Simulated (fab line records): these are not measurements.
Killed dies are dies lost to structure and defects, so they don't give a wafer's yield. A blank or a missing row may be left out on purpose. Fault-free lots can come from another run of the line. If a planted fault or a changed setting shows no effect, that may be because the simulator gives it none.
Which tool did it?	flow nand-harc	Sampling: 13 lots, 39 wafers, 5 of 1159 route steps

WHAT THE GAUGES SHOWED, per wafer
NHARC_THIN_TSV_CD_MEAS_37.
lot	measured	on	cd-nm (nm)
L986	day 18 22:41	cd-sem-01	4997.6 4997.2 4999.3
L987	day 19 00:20	cd-sem-03	4997.9 4998.5 4999.9
L991	day 20 07:20	cd-sem-01	5001.6 5000.5 5002.0
L992	day 20 22:50	cd-sem-03	5003.0 5002.8 5002.7
L994	day 21 04:50	cd-sem-03	4998.9 4998.5 4999.5
L995	day 21 05:11	cd-sem-01	4999.8 4996.8 5000.1
L997	day 21 12:02	cd-sem-02	4999.1 4997.6 4999.9
L101	day 22 09:51	cd-sem-02	5006.0 5000.7 5002.2
L102	day 22 22:14	cd-sem-03	5002.1 5001.1 5002.1
L105	day 24 03:19	cd-sem-03	4996.7 4994.6 4996.0
L104	day 24 04:17	cd-sem-02	5001.5 5001.7 5003.2
L107	day 24 12:03	cd-sem-02	4998.3 4998.1 4998.5
L109	day 24 12:20	cd-sem-03	4998.5 4996.7 4997.2

NHARC_END_SORT_01.
lot	measured	on	killed-at-array	killed-at-other	killed-at-periphery	killed-dies	killed-open	killed-short
L101	day 22 17:50	prober-02	51 60	0 0	4 4	55 64	5 5	3 4

TOOL THAT RAN EACH LOT (tool first, then ch and the chambers of the sampled wafers, then the start)
lot	NHARC_THIN_TSV_DEP_43	NHARC_THIN_TSV_ETCH_59	NHARC_THIN_TSV_STRIP_56
L986	pecvd-02 ch 1,2, day 18 14:31	rie-metal-03 ch 0,1, day 18 21:35	plasma-asher-02 ch 0, day 18 21:54
L987	pecvd-03 ch 0,1,2, day 18 15:43	rie-metal-01 ch 1, day 18 23:10	plasma-asher-01 ch 0,1, day 18 23:35
L991	pecvd-02 ch 0,1,2, day 19 21:46	rie-metal-03 ch 0,1, day 20 06:11	plasma-asher-02 ch 0,1, day 20 06:33
L992	pecvd-01 ch 1,2, day 20 12:55	rie-metal-02 ch 0,1, day 20 19:59	plasma-asher-02 ch 0,1, day 20 22:06
L994	pecvd-02 ch 0,1, day 20 18:50	rie-metal-01 ch 0,1, day 21 03:40	plasma-asher-02 ch 0,1, day 21 04:03
L995	pecvd-02 ch 0,2, day 20 19:59	rie-metal-02 ch 0,1, day 21 04:02	plasma-asher-01 ch 0,1, day 21 04:25
L997	pecvd-02 ch 0,1,2, day 21 03:45	rie-metal-02 ch 0, day 21 10:56	plasma-asher-01 ch 0,1, day 21 11:15
L101	pecvd-01 ch 0,2, day 22 00:47	rie-metal-02 ch 0,1, day 22 08:03	plasma-asher-02 ch 0,1, day 22 09:09
L102	pecvd-03 ch 0,1,2, day 22 13:34	rie-metal-02 ch 0,1, day 22 21:06	plasma-asher-02 ch 0,1, day 22 21:27
L105	pecvd-01 ch 0,1,2, day 23 08:04	rie-metal-03 ch 0,1, day 24 00:48	plasma-asher-02 ch 0,1, day 24 02:31
L104	pecvd-01 ch 0,1,2, day 23 16:44	rie-metal-03 ch 0,1, day 24 02:21	plasma-asher-02 ch 0,1, day 24 03:29
L107	pecvd-03 ch 0,1,2, day 24 02:13	rie-metal-01 ch 0,1, day 24 10:07	plasma-asher-02 ch 0,1, day 24 11:19
L109	pecvd-03 ch 0,1,2, day 24 03:26	rie-metal-01 ch 0,1, day 24 10:48	plasma-asher-02 ch 0,1, day 24 11:35
- NHARC_THIN_TSV_DEP_43: deposits SiO2, target thk 1328.5 nm.
- NHARC_THIN_TSV_ETCH_59: etches the open film in Cl2/BCl3, target depth 880 nm, time 138.1 s.
- NHARC_THIN_TSV_STRIP_56: strips in O2.

WHAT THE TOOLS THEMSELVES READ (means of the sampled wafers that have a number; where no wafer has one, the mark that the record gives instead)
NHARC_THIN_TSV_DEP_43.
lot	tool	rf-fwd-power-W (W)	throttle-valve-pct (%)
L986	pecvd-02	896.7	16.4
L987	pecvd-03	897.1	16.2
L991	pecvd-02	898.7	16.4
L992	pecvd-01	899.0	15.8
L994	pecvd-02	896.7	16.0
L995	pecvd-02	899.8	16.4
L997	pecvd-02	899.4	16.5
L101	pecvd-01	899.3	16.3
L102	pecvd-03	896.8	16.1
L105	pecvd-01	898.5	16.0
L104	pecvd-01	901.9	16.1
L107	pecvd-03	896.4	16.3
L109	pecvd-03	897.9	16.4

NHARC_THIN_TSV_ETCH_59.
lot	tool	drypump-motor-current-A (A)	he-backside-leak-sccm (sccm)	oes-product-au (a.u.)	rf-fwd-power-W (W)	run-length-s (s)	throttle-valve-pct (%)
L986	rie-metal-03	6.36	3.6	1.010	896	159.1	22.263
L987	rie-metal-01	6.39	3.5	1.003	899	160.3	22.265
L991	rie-metal-03	6.30	3.5	1.001	894	159.4	22.262
L992	rie-metal-02	6.00	3.4	0.999	900	159.4	22.267
L994	rie-metal-01	6.57	3.1	1.007	896	159.7	22.263
L995	rie-metal-02	5.97	3.3	0.989	895	159.2	22.262
L997	rie-metal-02	6.54	3.1	0.989	899	159.6	22.270
L101	rie-metal-02	6.27	3.2	0.997	897	173.2	22.268
L102	rie-metal-02	6.25	3.3	1.003	898	172.8	22.261
L105	rie-metal-03	6.30	3.6	1.004	897	159.6	22.270
L104	rie-metal-03	6.27	3.7	1.009	895	159.2	22.264
L107	rie-metal-01	6.56	3.5	1.011	894	159.4	22.266
L109	rie-metal-01	6.56	3.4	1.007	894	159.4	22.259

NHARC_THIN_TSV_STRIP_56.
lot	tool	drypump-motor-current-A (A)	heater-power-w (W)
L986	plasma-asher-02	5.9	330
L987	plasma-asher-01	5.3	307
L991	plasma-asher-02	5.6	317
L992	plasma-asher-02	5.6	320
L994	plasma-asher-02	5.6	320
L995	plasma-asher-01	5.1	308
L997	plasma-asher-01	5.4	310
L101	plasma-asher-02	5.6	318
L102	plasma-asher-02	5.6	326
L105	plasma-asher-02	5.3	315
L104	plasma-asher-02	5.6	323
L107	plasma-asher-02	5.3	314
L109	plasma-asher-02	5.3	318

THE ANSWER, worked out from the rows above alone
Rule: what is usual is taken from the lots themselves. Put in order of their means at a reading, lots are off if they are a third of the lots or fewer, leave a main group of 4 or more, and stand apart from it by a gap of 3 or more times the standard deviation of the main group's means; of several such gaps the widest counts. If all means in a main group match to the digits the tables above print for the reading, that group is not used. Also off: a lot with no number at a reading for which 4 or more lots have one. Any other lot the step has rows for is counted as sound. Order of review: gauges by route order, followed by the tools' own readings, for which a lot's mean as printed above is used. The first step at which some lot is off is used, and at that step the reading that is off furthest; a lot without a number counts as furthest.
Off at NHARC_THIN_TSV_ETCH_59 (run-length-s): L101, L102. The main group: mean 159.5 s, standard deviation 0.31.
If a tool, at that step or one of the process steps before it, ran each lot that is off and ran no sound lot following the first of them, it fits. One fits: rie-metal-02 at NHARC_THIN_TSV_ETCH_59. A fault onset in the window from L997 (day 21 10:56, its last sound lot) to L101 (day 22 08:03, its first lot off) fits.
The tool's own readings at NHARC_THIN_TSV_ETCH_59 bear it out: on the lots that are off they differ by more than 5 times the standard deviation of the sound lots' means. run-length-s reads 173.0 s there against 159.5 s on the sound lots.

WHAT HAD BEEN PUT IN BY THE SIMULATOR
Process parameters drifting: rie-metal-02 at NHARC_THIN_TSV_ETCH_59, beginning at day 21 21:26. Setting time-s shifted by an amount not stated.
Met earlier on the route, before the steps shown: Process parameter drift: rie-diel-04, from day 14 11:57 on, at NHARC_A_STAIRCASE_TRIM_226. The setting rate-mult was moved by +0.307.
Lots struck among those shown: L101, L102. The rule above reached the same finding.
